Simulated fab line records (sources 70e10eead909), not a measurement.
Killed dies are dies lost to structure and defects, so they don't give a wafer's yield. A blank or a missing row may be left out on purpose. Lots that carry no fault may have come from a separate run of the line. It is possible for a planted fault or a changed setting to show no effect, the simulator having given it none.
Check for tools in common ; flow nandHarc ; 13 lots and 39 wafers in the sample

== THE REASON FOR OPENING IT ==
Flagged at NHARC_A_ONON_D1_THK_MEAS_08: reading thkNm, on 2 of 13 lots. Wafers without a fault read 998 nm, standard deviation 9.3.
Rule: a lot gets a flag if all its wafers with a number sit over 4 standard deviations from that mean, or if no wafer of it has a number. The rest of the lots are taken to be sound.

lot;measured;on;thkNm (nm), wafer by wafer;flag
L362;day 7 14:08;filmMetro-02;1011 1010 1011;
L363;day 8 04:05;filmMetro-01;990 990 991;
L364;day 8 13:40;filmMetro-02;995 996 996;
L365;day 9 02:00;filmMetro-02;999 997 998;
L368;day 10 00:43;filmMetro-01;1016 1015 1015;
L369;day 10 23:26;filmMetro-02;999 997 1001;
L370;day 10 23:27;filmMetro-01;1006 1009 1005;
L371;day 11 16:07;filmMetro-02;1015 1016 1015;
L372;day 12 00:14;filmMetro-01;994 994 996;
L373;day 12 06:07;filmMetro-02;979 979 978;
L379;day 15 00:01;filmMetro-01;843 842 842;FLAGGED
L381;day 15 19:19;filmMetro-02;827 830 827;FLAGGED
L384;day 16 22:42;filmMetro-01;987 988 989;
The numbers of the flagged lots are 835 nm on average: -163 nm against the usual, or -18 standard deviations.

== WHICH TOOL EACH LOT WENT THROUGH ==
Before the reading, the record contains 2 process steps out of a 1302-step route. Every cell lists first the tool, next ch and the chambers used by the sampled wafers, and last the start.
lot;flag;NHARC_P_BONDPAD_CMP_19;NHARC_A_ONON_D1_DEP_06
L362;;cmp-01 ch 0,2, day 6 12:16;pecvdOnon-04 ch 0, day 7 13:38
L363;;cmp-03 ch 0,1,2, day 7 02:44;pecvdOnon-04 ch 0, day 8 03:38
L364;;cmp-01 ch 0,1,3, day 7 12:10;pecvdOnon-04 ch 0, day 8 13:10
L365;;cmp-02 ch 2,3, day 8 00:37;pecvdOnon-01 ch 0, day 9 01:34
L368;;cmp-02 ch 1,3, day 9 00:07;pecvdOnon-04 ch 0, day 10 00:10
L369;;cmp-02 ch 1,3, day 9 21:49;pecvdOnon-04 ch 0, day 10 22:56
L370;;cmp-02 ch 1,2, day 9 20:49;pecvdOnon-02 ch 0, day 10 22:59
L371;;cmp-03 ch 0,1,3, day 10 13:04;pecvdOnon-04 ch 0, day 11 15:43
L372;;cmp-03 ch 0,2,3, day 10 22:53;pecvdOnon-04 ch 0, day 11 23:43
L373;;cmp-02 ch 0,3, day 11 05:00;pecvdOnon-02 ch 0, day 12 05:36
L379;FLAGGED;cmp-01 ch 0,1, day 13 20:50;pecvdOnon-04 ch 0, day 14 23:34
L381;FLAGGED;cmp-02 ch 0,3, day 14 18:25;pecvdOnon-04 ch 0, day 15 18:55
L384;;cmp-01 ch 0,1,3, day 15 19:11;pecvdOnon-02 ch 0, day 16 22:18
What the steps here do:
- NHARC_P_BONDPAD_CMP_19: polishes, t overpolish 30 s, cu recess touch 16 s, target thk 160.81 nm.
- NHARC_A_ONON_D1_DEP_06: target thk 1000 nm.
- NHARC_A_ONON_D1_THK_MEAS_08: measures by ellipsometry.

== FLAGGED AGAINST TOTAL, ONE TOOL AT A TIME (gauges that did the reading follow at the end) ==
step;tool;lots run;flagged;share of the flagged lots;sound lots run after its first flagged lot
NHARC_P_BONDPAD_CMP_19;cmp-01;4;1;some;1 (L384)
NHARC_P_BONDPAD_CMP_19;cmp-02;6;1;some;0
NHARC_P_BONDPAD_CMP_19;cmp-03;3;0;none;-
NHARC_A_ONON_D1_DEP_06;pecvdOnon-01;1;0;none;-
NHARC_A_ONON_D1_DEP_06;pecvdOnon-02;3;0;none;-
NHARC_A_ONON_D1_DEP_06;pecvdOnon-04;9;2;all;0
NHARC_A_ONON_D1_THK_MEAS_08;filmMetro-01;6;1;some;1 (L384)
NHARC_A_ONON_D1_THK_MEAS_08;filmMetro-02;7;1;some;0

== WHAT THE TABLE ALLOWS ==
Rows of the table that ran each flagged lot: 1, that is pecvdOnon-04 at NHARC_A_ONON_D1_DEP_06.
- pecvdOnon-04 at NHARC_A_ONON_D1_DEP_06 ran 9 lots, 2 of them flagged. Last sound lot L372 at day 11 23:43, first flagged lot L379 at day 14 23:34; a fault beginning in between fits.
pecvdOnon-04 at NHARC_A_ONON_D1_DEP_06 is the single tool remaining.

== WHAT THE SIMULATOR HAD PUT IN ==
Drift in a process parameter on pecvdOnon-04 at NHARC_A_ONON_D1_DEP_06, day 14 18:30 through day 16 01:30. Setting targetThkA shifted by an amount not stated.
Struck lots among those shown: L379, L381. Same finding as the rule above.
